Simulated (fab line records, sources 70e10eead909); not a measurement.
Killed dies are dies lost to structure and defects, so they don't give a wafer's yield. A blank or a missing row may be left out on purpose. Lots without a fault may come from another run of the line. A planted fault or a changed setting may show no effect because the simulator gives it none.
fab line records | flow nand_harc | part 1 of 2: steps 1 to 4 of 6
record lots=24 wafers=72 last_day=24
route steps=1159 shown A_STAIRCASE@618
lots that met no fault: from a run of the same line without faults
start_h: hours from the record's first day to the start of the lot's first wafer shown | wait_h: hours since the lot's step before | " the same as in the row above | L1.1+2: a row that stands for several wafers | - no value, or no start given | * or withheld: withheld | < > ~ a bound
route shown NAME@n: a module of which the file shows steps, and the number in the route of the first | usual: mean/standard deviation of fault-free wafers | same: alike in all rows | chamber/n: place in a boat | sites: the reading at each site | _std_site: their standard deviation | _edge_site: outer sites' mean less inner sites' | radius_mm: how far each site lies from the wafer's centre | mask NAME#n: copy n | behind: the tool/chamber that last shaped the wafer | hold: why the lot was held/for how many hours/how that ended | device: the transistor (n, p or np) that didn't switch | end of line: the same wafers' tests at the end of the route | a step without rows: its recipe alone | killed: dies lost to structure and defects at the first sort, not the wafer's yield | map: a wafer's dies, x killed, . not, _ none there
set.NAME: the setting as run; set.NAME@STEP: as run at that earlier step | model.NAME: the simulator's own value behind a step, which no gauge read
steps of the route over a sample of lots; a table a step, a row a wafer
services: from which hour (start_h, from the record's first day; less than 0 if before it) a tool's chamber was out of use, for how many hours, and why
## steps
# step NHARC_A_STAIRCASE_TRIM_224
# recipe time_s=211.2 o2_flow_sccm=500 ar_flow_sccm=0 bias_w=0 chemistry=O2
# usual drypump_motor_current_A=5.5/0.42 oes_product_au=0.998/0.01 rf_vpp_V=57.9/1 showerhead_plenum_p_Torr=3.54/0.18 throttle_valve_pct=17.037/0.0083
# same time_s=211.2
# columns lot.wafer tool chamber start_h wait_h drypump_motor_current_A oes_product_au rf_hours_counter_h rf_vpp_V showerhead_plenum_p_Torr throttle_valve_pct
L075.2 rie_diel-06 0 - - 5.7 0.994 4 57.3 3.36 17.036
L075.3 " 2 " " 5.6 1.011 3 59.0 3.81 17.037
L075.5 " 3 " " 6.1 0.999 - 57.7 3.36 17.028
L076.2 rie_diel-03 3 - - 5.5 0.986 12 59.8 3.80 17.047
L076.3 " 2 " " 4.7 0.983 15 57.8 3.65 17.037
L076.6 " 0 " " 5.5 0.976 - 57.4 3.48 17.040
L077.2 rie_diel-13 3 - - 5.8 1.024 56 57.7 3.29 17.023
L077.3 " 1 " " 5.4 1.011 49 58.3 3.57 17.038
L077.5 " 3 " " 5.8 1.023 - 57.7 3.29 17.040
L074.4 rie_diel-03 3 - - 5.5 0.995 13 58.9 3.80 17.045
L074.2 " 1 " " 6.3 1.009 16 58.0 3.61 17.028
L074.6 " 2 " " 4.7 0.994 - 58.9 3.65 17.022
L078.2 rie_diel-03 1 - - 6.3 1.008 18 58.6 3.61 17.038
L078.3 " 0 " " 5.5 0.981 15 56.6 3.48 17.040
L078.5 " 1 " " 6.3 1.003 - 60.3 3.61 17.030
L080.2 rie_diel-06 0 - - 5.7 0.982 10 57.8 3.36 17.053
L080.5 " 0 " " 5.7 0.996 - 59.2 3.36 17.036
L080.6 " 2 " " 5.6 1.000 - 58.9 3.80 17.037
L079.4 rie_diel-13 0 - - 5.4 1.002 60 58.0 3.64 17.043
L079.3 " 1 " " 5.4 1.014 53 57.6 3.57 17.033
L079.5 " 0 " " 5.4 1.002 - 58.1 3.64 17.045
L082.2 rie_diel-06 1 - - 5.0 1.009 15 57.9 3.43 17.053
L082.3 " 2 " " 5.6 1.007 14 59.0 3.80 17.020
L082.6 " 0 " " 5.7 0.985 - 55.7 3.36 17.032
L081.4 rie_diel-03 2 - - 4.7 0.987 24 58.7 3.65 17.040
L081.2 " 1 " " 6.3 0.993 25 59.5 3.61 17.044
L081.6 " 3 " " 5.5 0.991 - 57.3 3.79 17.043
L083.3 rie_diel-03 2 - - 4.7 0.995 30 56.9 3.64 17.042
L083.2 " 3 " " 5.5 0.988 29 58.2 3.79 17.028
L083.1 " 1 " " 6.3 1.009 31 60.0 3.60 17.037
L085.3 rie_diel-06 3 - - 6.1 0.996 17 57.7 3.35 17.053
L085.4 " 0 " " 5.7 0.985 23 56.7 3.35 17.026
L085.2 " 1 " " 5.0 0.999 22 57.9 3.43 17.047
L084.3 rie_diel-03 3 - - 5.5 0.987 32 57.2 3.79 17.044
L084.4 " 1 " " 6.3 1.020 34 58.3 3.60 17.044
L084.5 " 0 " " 5.6 0.987 - 58.8 3.47 17.026
L086.1 rie_diel-13 0 - - 5.4 0.994 9 57.9 3.63 17.037
L086.3 " 1 " " 5.4 0.997 10 56.7 3.57 17.039
L086.4 " 0 " " 5.3 1.002 - 57.1 3.63 17.028
L087.1 rie_diel-06 3 - - 6.1 0.992 22 56.3 3.35 17.043
L087.3 " 2 " " 5.5 1.013 26 57.0 3.79 17.012
L087.6 " 3 " " 6.1 0.985 - 56.3 3.34 17.040
L088.2 rie_diel-03 3 - - 5.5 1.000 36 56.0 3.79 17.034
L088.6 " 0 " " 5.5 0.992 - 57.7 3.47 17.040
L088.5 " 1 " " 6.3 1.012 - 57.8 3.60 17.048
L089.1 rie_diel-13 3 - - 5.8 1.002 18 58.6 3.80 17.040
L089.2 " 0 " " 5.3 1.000 17 58.9 3.63 17.027
L089.6 " 1 " " 5.4 1.012 - 58.9 3.56 17.033
L090.2 rie_diel-06 3 - - 6.1 0.993 32 57.6 3.34 17.027
L090.5 " 3 " " 6.1 0.993 - 56.5 3.34 17.027
L090.6 " 0 " " 5.7 0.985 - 57.5 3.35 17.029
L091.3 rie_diel-06 3 - - 6.1 1.002 37 57.4 3.34 17.032
L091.2 " 1 " " 5.0 1.007 38 58.7 3.42 17.047
L091.6 " 0 " " 5.7 0.992 - 58.4 3.35 17.029
L092.2 rie_diel-03 2 - - 4.7 0.985 48 58.7 3.63 17.044
L092.3 " 0 " " 5.5 0.986 47 57.8 3.47 17.029
L092.6 " 1 " " 6.3 1.010 - 57.7 3.59 17.024
L093.3 rie_diel-06 3 - - 6.1 0.994 41 57.8 3.34 17.028
L093.2 " 1 " " 5.0 0.998 41 59.1 3.42 17.032
L093.5 " 0 " " 5.7 0.985 - 57.9 3.34 17.042
L094.3 rie_diel-13 1 - - 5.4 1.012 22 58.5 3.56 17.037
L094.4 " 3 " " 5.8 1.000 25 59.9 3.79 17.021
L094.5 " 1 " " 5.4 1.009 - 58.5 3.56 17.036
L096.3 rie_diel-06 0 - - 5.7 0.992 49 57.3 3.34 17.014
L096.5 " 1 " " 5.0 1.007 - 56.6 3.41 17.038
L096.6 " 2 " " 5.6 1.001 - 59.1 3.78 17.040
L095.4 rie_diel-13 0 - - 5.3 0.997 31 57.9 3.62 17.035
L095.2 " 1 " " 5.4 1.017 30 58.5 3.55 17.047
L095.1 " 3 " " 5.9 1.013 32 58.0 3.79 17.042
L097.2 rie_diel-06 0 - - 5.7 0.993 53 57.3 3.34 17.045
L097.6 " 2 " " 5.6 1.001 - 57.0 3.78 17.027
L097.5 " 3 " " 6.1 1.005 - 58.2 3.33 17.032
# step NHARC_A_STAIRCASE_ETCH_225
# recipe target_depth_a=1000 time_s=40.5 ion_energy_ev=400 c4f8_flow_sccm=20 o2_flow_sccm=10 ar_flow_sccm=withheld rf_w=600 bias_w=1000 chemistry=C4F8/O2
# usual oes_product_au=0.941/0.012 rf_vpp_V=897/6.5
# same time_s=40.5
# columns lot.wafer tool chamber start_h wait_h oes_product_au rf_hours_counter_h rf_vpp_V
L075.2 rie_diel-06 2 - - 0.963 3 905
L075.3 " 0 " " 0.936 4 890
L075.5 " 3 " " 0.942 - 890
L076.2 rie_diel-03 2 - - 0.932 15 899
L076.3 " 1 " " 0.955 15 900
L076.6 " 2 " " 0.926 - 899
L077.2 rie_diel-13 2 - - 0.952 53 888
L077.3 " 0 " " 0.948 56 900
L077.5 " 3 " " 0.955 - 887
L074.2 rie_diel-03 2 - - 0.933 16 901
L074.4 " 3 " " 0.933 13 907
L074.6 " 2 " " 0.938 - 901
L078.2 rie_diel-03 0 - - 0.936 15 895
L078.3 " 2 " " 0.935 17 900
L078.5 " 0 " " 0.926 - 894
L080.2 rie_diel-06 1 - - 0.922 9 892
L080.6 " 1 " " 0.927 - 894
L080.5 " 2 " " 0.930 - 907
L079.3 rie_diel-13 3 - - 0.947 61 888
L079.4 " 1 " " 0.957 53 897
L079.5 " 3 " " 0.946 - 888
L082.2 rie_diel-06 0 - - 0.930 16 888
L082.3 " 1 " " 0.933 15 892
L082.6 " 0 " " 0.928 - 890
L081.4 rie_diel-03 2 - - 0.928 24 900
L081.2 " 0 " " 0.927 24 894
L081.6 " 2 " " 0.919 - 900
L083.2 rie_diel-03 2 - - 0.935 30 901
L083.3 " 0 " " 0.946 30 894
L083.1 " 1 " " 0.964 31 899
L085.3 rie_diel-06 0 - - 0.923 23 889
L085.2 " 1 " " 0.938 22 893
L085.4 " 3 " " 0.923 17 888
L084.3 rie_diel-03 1 - - 0.968 34 899
L084.4 " 0 " " 0.947 33 893
L084.5 " 1 " " 0.968 - 899
L086.3 rie_diel-13 3 - - 0.948 11 906
L086.1 " 0 " " 0.942 9 900
L086.4 " 0 " " 0.954 - 900
L087.3 rie_diel-06 3 - - 0.932 23 890
L087.1 " 0 " " 0.927 28 890
L087.6 " 2 " " 0.949 - 906
L088.2 rie_diel-03 1 - - 0.933 39 898
L088.6 " 1 " " 0.943 - 898
L088.5 " 2 " " 0.921 - 898
L089.2 rie_diel-13 3 - - 0.939 18 906
L089.1 " 0 " " 0.944 17 899
L089.6 " 0 " " 0.949 - 899
L090.2 rie_diel-06 1 - - 0.959 33 890
L090.5 " 1 " " 0.950 - 891
L090.6 " 2 " " 0.949 - 904
L091.3 rie_diel-06 0 - - 0.927 41 890
L091.2 " 2 " " 0.946 39 906
L091.6 " 3 " " 0.933 - 890
L092.2 rie_diel-03 2 - - 0.933 48 900
L092.3 " 3 " " 0.945 45 905
L092.6 " 1 " " 0.955 - 898
L093.2 rie_diel-06 2 - - 0.957 42 905
L093.3 " 0 " " 0.929 45 889
L093.5 " 2 " " 0.939 - 906
L094.4 rie_diel-13 3 - - 0.932 25 906
L094.3 " 0 " " 0.929 23 900
L094.5 " 2 " " 0.919 - 887
L096.3 rie_diel-06 3 - - 0.937 46 888
L096.5 " 1 " " 0.955 - 892
L096.6 " 2 " " 0.943 - 906
L095.1 rie_diel-13 0 - - 0.940 31 900
L095.4 " 1 " " 0.947 30 897
L095.2 " 3 " " 0.953 32 905
L097.2 rie_diel-06 3 - - 0.958 50 888
L097.5 " 1 " " 0.956 - 892
L097.6 " 2 " " 0.947 - 906
# step NHARC_A_STAIRCASE_TRIM_229
# recipe time_s=211.2 o2_flow_sccm=500 ar_flow_sccm=0 bias_w=0 chemistry=O2
# usual drypump_motor_current_A=5.5/0.31 oes_product_au=1.002/0.0085 rf_vpp_V=57.9/0.96 showerhead_plenum_p_Torr=3.53/0.17 throttle_valve_pct=17.037/0.01
# same time_s=211.2
# columns lot.wafer tool chamber start_h wait_h drypump_motor_current_A oes_product_au rf_hours_counter_h rf_vpp_V showerhead_plenum_p_Torr throttle_valve_pct
L075.3 rie_diel-13 3 258.05 0.1 5.8 1.008 54 55.8 3.29 17.041
L075.2 " 2 " " 5.5 1.003 51 56.9 3.31 17.048
L075.5 " 3 " " 5.8 1.008 - 57.8 3.29 17.022
L076.2 rie_diel-13 3 260.01 0.1 5.8 1.013 55 55.7 3.29 17.035
L076.3 " 0 " " 5.3 0.997 55 57.1 3.64 17.035
L076.6 " 2 " " 5.5 1.011 - 56.6 3.31 17.051
L077.2 rie_diel-13 0 262.17 0.1 5.4 1.000 56 58.0 3.64 17.030
L077.3 " 3 " " 5.8 1.008 56 58.0 3.29 17.046
L077.5 " 0 " " 5.4 0.997 - 57.0 3.64 17.033
L074.2 rie_diel-13 2 262.64 0.1 5.5 1.000 53 57.4 3.31 17.030
L074.4 " 3 " " 5.8 1.013 56 57.8 3.29 17.040
L074.6 " 0 " " 5.4 0.993 - 57.1 3.64 17.031
L078.3 rie_diel-13 3 266.33 0.1 5.8 1.019 57 57.1 3.29 17.023
L078.2 " 2 " " 5.5 0.991 55 57.4 3.31 17.036
L078.5 " 3 " " 5.8 1.018 - 58.0 3.29 17.043
L079.3 rie_diel-13 2 270.40 0.1 5.5 1.005 57 57.5 3.31 17.036
L079.4 " 3 " " 5.8 1.016 61 57.3 3.28 17.035
L079.5 " 0 " " 5.3 1.000 - 58.0 3.64 17.042
L080.2 rie_diel-13 2 270.93 0.2 5.5 0.995 57 57.6 3.31 17.031
L080.5 " 0 " " 5.4 1.003 - 59.3 3.64 17.029
L080.6 " 1 " " 5.4 1.001 - 56.8 3.57 17.029
L082.3 rie_diel-03 0 281.99 0.1 5.6 0.993 24 57.6 3.48 17.032
L082.2 " 1 " " 6.3 1.011 25 57.4 3.61 17.034
L082.6 " 0 " " 5.5 0.987 - 57.7 3.48 17.027
L081.2 rie_diel-03 0 282.64 0.1 5.5 0.987 24 57.2 3.48 17.036
L081.4 " 2 " " 4.7 0.990 24 57.8 3.65 17.050
L081.6 " 3 " " 5.5 0.996 - 57.7 3.79 17.048
L083.2 rie_diel-13 1 302.33 0.1 5.4 0.997 5 58.2 3.57 17.014
L083.3 " 2 " " 5.5 0.998 3 54.8 3.30 17.041
L083.1 " 3 " " 5.8 0.998 5 59.5 3.81 17.028
L085.4 rie_diel-06 1 309.17 0.1 5.0 1.005 22 56.8 3.43 17.033
L085.2 " 2 " " 5.5 1.005 20 59.8 3.80 17.050
L085.3 " 0 " " 5.7 0.983 24 57.6 3.35 17.042
L084.3 rie_diel-06 0 313.32 1.0 5.7 0.985 26 57.5 3.35 17.045
L084.4 " 1 " " 5.0 1.000 24 55.4 3.43 17.029
L084.5 " 1 " " 5.0 1.012 - 57.4 3.43 17.029
L086.1 rie_diel-03 0 318.60 0.1 5.5 0.986 37 58.0 3.47 17.021
L086.3 " 1 " " 6.3 1.015 37 57.2 3.60 17.044
L086.4 " 3 " " 5.5 0.985 35 59.4 3.79 17.034
L087.3 rie_diel-13 0 318.76 0.1 5.3 1.002 10 58.5 3.63 17.046
L087.1 " 1 " " 5.4 0.996 10 56.6 3.57 17.021
L087.6 " 0 " " 5.3 0.999 - 58.8 3.63 17.037
L088.2 rie_diel-13 1 323.73 0.1 5.4 0.991 11 58.1 3.57 17.041
L088.6 " 1 " " 5.4 0.999 - 60.1 3.56 17.035
L088.5 " 2 " " 5.5 0.999 - 57.3 3.30 17.032
L089.2 rie_diel-06 3 338.51 0.1 6.1 1.001 32 57.5 3.34 17.034
L089.1 " 2 " " 5.5 1.006 33 58.6 3.79 17.039
L089.6 " 3 " " 6.1 1.001 - 58.0 3.34 17.054
L090.2 rie_diel-06 1 339.62 0.1 5.0 1.006 34 57.5 3.42 17.042
L090.6 " 1 " " 5.0 1.018 - 59.0 3.42 17.043
L090.5 " 2 " " 5.6 0.996 - 56.9 3.79 17.037
L091.2 rie_diel-06 0 350.61 0.1 5.7 0.982 41 57.3 3.34 17.039
L091.3 " 2 " " 5.6 0.992 40 59.4 3.78 17.036
L091.6 " 3 " " 6.1 1.005 - 57.6 3.34 17.038
L092.3 rie_diel-13 3 350.88 0.1 5.8 1.006 23 58.1 3.80 17.024
L092.2 " 2 " " 5.5 1.000 18 58.4 3.30 17.036
L092.6 " 3 " " 5.8 1.004 - 59.4 3.80 17.014
L093.3 rie_diel-06 3 358.10 0.1 6.1 0.998 41 58.6 3.34 17.026
L093.2 " 0 " " 5.6 0.994 45 57.1 3.34 17.027
L093.5 " 3 " " 6.1 0.999 - 56.2 3.33 17.027
L094.4 rie_diel-13 3 359.11 0.1 5.8 1.007 25 59.5 3.79 17.044
L094.3 " 0 " " 5.3 1.001 23 57.3 3.63 17.019
L094.5 " 3 " " 5.8 0.999 - 59.6 3.79 17.035
L096.3 rie_diel-13 2 372.81 0.1 5.5 1.015 25 57.2 3.29 17.054
L096.6 " 0 " " 5.4 1.002 - 57.1 3.62 17.039
L096.5 " 1 " " 5.4 1.012 - 58.1 3.56 17.048
L095.1 rie_diel-13 3 377.60 0.1 5.8 1.013 32 59.2 3.79 17.040
L095.4 " 1 " " 5.4 1.011 31 58.3 3.55 17.036
L095.2 " 2 " " 5.5 1.009 28 58.1 3.29 17.042
L097.2 rie_diel-13 2 387.53 0.1 5.5 1.012 30 58.2 3.29 17.026
L097.6 " 3 " " 5.8 1.016 - 59.4 3.79 17.029
L097.5 " 0 " " 5.4 1.003 - 58.2 3.62 17.060
# step NHARC_A_STAIRCASE_ETCH_253
# recipe target_depth_a=500 time_s=20.2 ion_energy_ev=400 c4f8_flow_sccm=20 o2_flow_sccm=10 ar_flow_sccm=withheld rf_w=600 bias_w=1000 chemistry=C4F8/O2
# usual oes_product_au=0.952/0.018 rf_vpp_V=896/6.2
# same time_s=20.2
# columns lot.wafer tool chamber start_h wait_h oes_product_au rf_hours_counter_h rf_vpp_V
L075.2 rie_diel-03 1 260.90 0.1 0.972 16 898
L075.3 " 2 " " 0.948 15 900
L075.5 " 2 " " 0.949 - 900
L076.2 rie_diel-03 0 262.58 0.1 0.933 14 895
L076.3 " 1 " " 0.956 16 899
L076.6 " 0 " " 0.936 - 895
L077.2 rie_diel-03 0 265.10 0.1 0.950 15 893
L077.3 " 3 " " 0.951 14 905
L077.5 " 1 " " 0.995 - 898
L074.4 rie_diel-13 3 265.67 0.1 0.957 57 888
L074.2 " 0 " " 0.953 57 899
L074.6 " 3 " " 0.960 - 887
L078.2 rie_diel-13 3 271.51 0.2 0.946 61 888
L078.3 " 0 " " 0.928 61 900
L078.5 " 3 " " 0.937 - 887
L079.3 rie_diel-13 2 273.57 0.1 0.951 59 888
L079.4 " 0 " " 0.949 62 900
L079.5 " 2 " " 0.946 - 887
L080.2 rie_diel-06 0 273.89 0.1 0.949 13 889
L080.6 " 3 " " 0.952 - 889
L080.5 " 0 " " 0.943 - 890
L082.2 rie_diel-06 2 284.68 0.1 0.961 15 905
L082.3 " 1 " " 0.953 17 891
L082.6 " 2 " " 0.955 - 905
L081.2 rie_diel-06 3 285.50 0.1 0.950 12 890
L081.4 " 0 " " 0.963 18 890
L081.6 " 3 " " 0.957 - 889
L083.1 rie_diel-06 2 305.00 0.1 0.995 19 905
L083.3 " 3 " " 0.986 16 889
L083.2 " 0 " " 0.949 23 888
L085.3 rie_diel-13 2 311.87 0.1 0.929 5 887
L085.4 " 3 " " 0.925 8 907
L085.2 " 0 " " 0.923 7 900
L084.3 rie_diel-13 2 316.13 0.1 0.966 9 887
L084.4 " 3 " " 0.978 11 905
L084.5 " 1 " " 0.969 - 897
L086.3 rie_diel-03 2 321.46 0.1 0.943 36 902
L086.4 " 3 " " 0.946 35 905
L086.1 " 0 " " 0.957 37 892
L087.1 rie_diel-06 2 321.64 0.1 0.987 26 904
L087.3 " 3 " " 0.957 23 888
L087.6 " 0 " " 0.959 - 889
L088.2 rie_diel-06 1 326.28 0.1 0.930 28 893
L088.6 " 3 " " 0.923 - 889
L088.5 " 0 " " 0.912 - 889
L089.2 rie_diel-03 0 341.35 0.1 0.943 44 894
L089.1 " 1 " " 0.963 46 899
L089.6 " 3 " " 0.942 - 906
L090.2 rie_diel-03 0 342.19 0.1 0.936 44 894
L090.6 " 0 " " 0.954 - 894
L090.5 " 1 " " 0.946 - 899
L092.3 rie_diel-13 2 353.64 0.1 0.941 19 889
L092.2 " 3 " " 0.944 23 905
L092.6 " 1 " " 0.955 - 896
L091.2 rie_diel-13 3 353.80 0.1 0.952 24 905
L091.3 " 1 " " 0.967 21 897
L091.6 " 2 " " 0.963 - 887
L093.2 rie_diel-03 2 360.77 0.1 0.977 52 899
L093.3 " 3 " " 0.962 49 905
L093.5 " 2 " " 0.985 - 901
L094.4 rie_diel-13 2 361.91 0.2 0.944 21 888
L094.3 " 3 " " 0.948 26 906
L094.5 " 1 " " 0.952 - 896
L096.3 rie_diel-13 3 376.31 0.1 0.987 32 905
L096.5 " 1 " " 0.962 - 897
L096.6 " 2 " " 0.978 - 887
L095.2 rie_diel-06 0 380.35 0.1 0.951 52 888
L095.1 " 2 " " 0.953 52 906
L095.4 " 3 " " 0.933 49 889
L097.2 rie_diel-03 1 390.29 0.2 0.932 61 897
L097.5 " 2 " " 0.923 - 900
L097.6 " 3 " " 0.915 - 905
